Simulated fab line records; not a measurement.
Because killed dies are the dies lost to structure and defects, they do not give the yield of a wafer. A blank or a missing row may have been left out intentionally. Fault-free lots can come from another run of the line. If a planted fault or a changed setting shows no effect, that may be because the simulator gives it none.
Lot-split experiment ; flow n5Finfet ; route with 1938 steps; 7 lots, 39 wafers read

== SPLIT DETAILS ==
At N5_PASSIVATION_ETCH_15 (etches SiCN in CF4/N2, target depth 75 nm, time 81.2 s), the setting targetDepthA was moved away from the recipe's 750 angstrom on 15 of the 39 wafers read, by -58.5% to +56.8%. All remaining wafers had this setting at the recipe value.

The reading comes from the split's own step.

== THE READING ==
etch.depthNm (the simulator's own value, which no gauge read), in nm, at N5_PASSIVATION_ETCH_15 (etches SiCN in CF4/N2, target depth 75 nm, time 81.2 s). There is no usual value for it anywhere in the file. Here, 24 wafers ran the recipe; their average is 64.18 nm with a standard deviation of 1.3 nm.

wafer;tool, chamber at the split;targetDepthA as run, angstrom;against the recipe;etch.depthNm, nm;against lot-mates on the recipe
L074.1;rieDiel-04, 1;750;recipe;62.44;-
L074.2;rieDiel-04, 0;750;recipe;63.61;-
L074.3;rieDiel-04, 2;750;recipe;63.89;-
L074.4;rieDiel-04, 3;750;recipe;66.17;-
L074.5;rieDiel-04, 3;750;recipe;66.55;-
L074.6;rieDiel-04, 0;750;recipe;62.98;-
L077.1;rieDiel-05, 2;750;recipe;63.48;-
L077.2;rieDiel-05, 3;750;recipe;65.89;-
L077.3;rieDiel-05, 0;1137;+51.6%;100.1;+35.17
L077.4;rieDiel-05, 0;1137;+51.6%;100.2;+35.27
L077.5;rieDiel-05, 3;750;recipe;65.43;-
L077.6;rieDiel-05, 2;1137;+51.6%;96.35;+31.42
L081.1;rieDiel-05, 2;973.1;+29.7%;80.67;+17.06
L081.2;rieDiel-05, 1;750;recipe;63.69;-
L081.3;rieDiel-05, 3;973.1;+29.7%;84.1;+20.49
L081.4;rieDiel-05, 0;750;recipe;65.16;-
L081.5;rieDiel-05, 2;750;recipe;61.99;-
L081.6;rieDiel-05, 3;973.1;+29.7%;84.79;+21.18
L085.1;rieDiel-02, 0;592.6;-21.0%;50.01;-13.98
L085.2;rieDiel-02, 1;750;recipe;64.32;-
L085.3;rieDiel-02, 2;750;recipe;63.9;-
L085.4;rieDiel-02, 1;592.6;-21.0%;51.01;-12.98
L085.5;rieDiel-02, 0;592.6;-21.0%;49.65;-14.34
L085.6;rieDiel-02, 2;750;recipe;63.75;-
L088.2;rieDiel-02, 2;750;recipe;64.19;-
L088.3;rieDiel-02, 0;750;recipe;63.05;-
L088.6;rieDiel-02, 0;750;recipe;63.07;-
L091.1;rieDiel-02, 1;750;recipe;63.32;-
L091.2;rieDiel-02, 3,2;1176;+56.8%;100.5;+36.94
L091.3;rieDiel-02, 3,2;1176;+56.8%;100.5;+36.94
L091.4;rieDiel-02, 0;750;recipe;63.22;-
L091.5;rieDiel-02, 3;750;recipe;64.15;-
L091.6;rieDiel-02, 0;1176;+56.8%;99.17;+35.61
L094.1;rieDiel-04, 3;750;recipe;66.41;-
L094.2;rieDiel-04, 0;750;recipe;63.39;-
L094.3;rieDiel-04, 2;311.6;-58.5%;26.62;-38.72
L094.4;rieDiel-04, 1;311.6;-58.5%;26.14;-39.20
L094.5;rieDiel-04, 2;311.6;-58.5%;26.53;-38.81
L094.6;rieDiel-04, 3;750;recipe;66.23;-
When a row names more than one chamber, that row covers several wafers, and the file does not tell which wafer ran in which chamber.

FIT RESULTS
A straight line over all 39 wafers: etch.depthNm changes by +0.649 nm for each +1% of targetDepthA; r = +1.00; the points scatter about the line by 1.4 nm.
The same after taking each lot's own level away (the mean of its wafers on the recipe; 39 wafers): +0.656 nm for each +1%; r = +1.00; scatter 1.2 nm.
On that fit, the largest move of targetDepthA shifts the reading by 38 nm.
Across the lots, their own levels run from 63.437 to 65.343 nm, a range of 1.5 times the standard deviation given above.
Consequently the slope shifts little with the lot-to-lot level, the two slopes agreeing.
Check: for one of the wafers moved furthest among these (-58.5%), held out of the fit, the line's prediction against its lot-mates is -38.4 nm. It came out at -38.7 nm against them.

== THE OTHER SPLITS THESE WAFERS WENT THROUGH ==
Other splits were also applied to these wafers ahead of the reading. Each is held against what the fit with the lots' levels taken away leaves over:
other split on the same wafers;wafers away from the commonest value;r with etch.depthNm (lot level and that fit taken away)
N5_BEOL_M13_TRENCH_ETCH_34 timeS;15;-0.08
N5_BEOL_M14_SPUTTER_44 targetThkA;9;-0.11

== FILE'S OWN FIT ==
etch.depthNm changes by +0.656 nm for each +1% of targetDepthA, r = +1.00.
